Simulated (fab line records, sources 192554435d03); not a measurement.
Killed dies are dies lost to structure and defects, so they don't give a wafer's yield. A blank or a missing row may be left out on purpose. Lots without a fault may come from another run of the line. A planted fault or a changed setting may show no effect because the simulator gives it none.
A struck lot beside a sound one | flow n5_finfet | 35 steps out of a route of 1938
Sound: wafers L693.1, L693.2, L693.4. Struck: wafer L705.2. (L705.5 of the same lot was not struck and is left out.) The cause comes at the end.
At each step with rows: each side's tool, then ch and its chambers, then its first start. Under that, the readings that differ: sound wafers | struck wafers | difference of the means | sigmas: that difference in standard deviations of wafers without a fault.
alike: readings whose means differ by less than 2 such deviations, and words and numbers that are the same on both sides. not compared: withheld readings, readings that some wafer has no value for, bounds like >300 that may hide the same value, and numbers for which the record gives no deviation and whose values overlap.
The two part at a step that has a row with sigmas, a row that says differs or no value, or rows on one side only. Numbers that don't overlap but have no deviation are shown without sigmas and don't part them. A reading that every wafer of one side lacks parts them only if that side has two wafers or more.

first, 12 steps without rows for these wafers: N5_BEOL_M4_ANNEAL_82 (time 240 s); N5_BEOL_M4_SPUTTER_86 (material Cu, target thk 4.5 nm, time 8.29 s); N5_BEOL_M4_ANNEAL_87 (time 240 s); N5_BEOL_M4_SPUTTER_88 (material Cu, target thk 4.5 nm, time 8.29 s); N5_BEOL_M4_ANNEAL_89 (time 240 s); N5_BEOL_M4_SPUTTER_90 (material Cu, target thk 4.5 nm, time 8.29 s); N5_BEOL_M4_ANNEAL_91 (time 240 s); N5_BEOL_M4_SPUTTER_92 (material Cu, target thk 4.5 nm, time 8.29 s); N5_BEOL_M4_ANNEAL_93 (time 240 s); N5_BEOL_M4_SPUTTER_94 (material Cu, target thk 4.5 nm, time 8.29 s); N5_BEOL_M4_ANNEAL_95 (time 240 s); N5_BEOL_M4_SPUTTER_96 (material Cu, target thk 4.5 nm, time 8.29 s).
N5_BEOL_M4_ECD_50: material Cu, target thk 300 nm.
  sound on ecd_cu-01 ch 0,1, day 10 12:52; struck on ecd_cu-02 ch 0,1, day 14 05:00
then, 21 steps without rows for these wafers: N5_BEOL_M4_ANNEAL_51 (time 90 s); N5_BEOL_M4_CMP_52 (polishes, stops on SiOC, t overpolish 6.8 s, target thk 40 nm); N5_BEOL_M4_PRE_CLEAN_60 (time 15 s); N5_BEOL_M4_CO_CAP_55 (material Co, precursor CCTBA/H2, target thk 2 nm, time 102.1 s); N5_BEOL_M4_PRE_CLEAN_56 (time 15 s); N5_BEOL_M4_DEP_57 (deposits SiCN from 3MS/NH3, target thk 8 nm, time 14 s); N5_BEOL_M5_ILD_DEP_00 (deposits SiCOH lowk from DEMS/porogen, target thk 140.64 nm, time 25.9 s); N5_BEOL_M5_CURE_79 (cures SiCOH lowk, time 240 s); N5_BEOL_M5_PECVD_70 (deposits SiO2 from TEOS/O2, target thk 16 nm, time 18 s); N5_BEOL_M5_HM_DEP_02 (deposits TiN, target thk 20 nm); N5_BEOL_M5_COAT_59 (time 60 s, resist thk 60 nm); N5_BEOL_M5_COAT_60 (time 60 s, resist thk 12 nm); N5_BEOL_M5_COAT_71 (time 60 s, resist thk 5 nm); N5_BEOL_M5_COAT_05 (resist thk 30 nm); N5_BEOL_M5_EBR_07; N5_BEOL_M5_SOFTBAKE_06 (time 60 s); N5_BEOL_M5_EXPOSE_08 (exposes mask M5, target cd 28 nm); N5_BEOL_M5_PEB_09 (peb time 60 s); N5_BEOL_M5_DEVELOP_10 (develop time 30 s); N5_BEOL_M5_DESCUM_16 (chemistry O2, time 7 s); N5_BEOL_M5_ETCH_72 (etches underlayer in N2/H2, target depth 6.5 nm, time 5.2 s).
-- the record jumps here: 4 days lie between the struck wafers' starts before and after (it left off in module BEOL_M5 and takes up again in module PASSIVATION, whose first step shown is number 1936 of the route) --
N5_PASSIVATION_PROBE_49:
  sound on prober-01, day 14 20:50; struck on prober-02, day 18 14:46
  reading                  | sound          | struck | difference | sigmas
  defect_limited_yield (%) | 88.8 89.4 92.1 | 45.8   | -44.3      | -30
  killed_at_M4_up          | 21 12 17       | 565    | +548       | +99 or more
  killed_dies              | 132 125 93     | 640    | +523       | +29
  killed_on_rim            | 8 14 12        | 74     | +63        | +16
  killed_short             | 55 51 34       | 19     | -28        | -4
  sort_bin_5_function (%)  | 6.6 6.3 3.7    | 32.8   | +27.3      | +28
  sort_bin_6_memory (%)    | 4.0 3.9 3.5    | 17.8   | +14.0      | +19
  sort_n_pass              | 1048 1055 1087 | 540    | -523       | -29
  sort_yield_pct (%)       | 88.8 89.4 92.1 | 45.8   | -44.3      | -30
  alike: killed_at_M0_to_M3, killed_at_contacts, killed_at_front_end, killed_at_other, killed_open

WHERE THEY PART
Only at N5_PASSIVATION_PROBE_49, within this record.

WHY: what the simulator had put in
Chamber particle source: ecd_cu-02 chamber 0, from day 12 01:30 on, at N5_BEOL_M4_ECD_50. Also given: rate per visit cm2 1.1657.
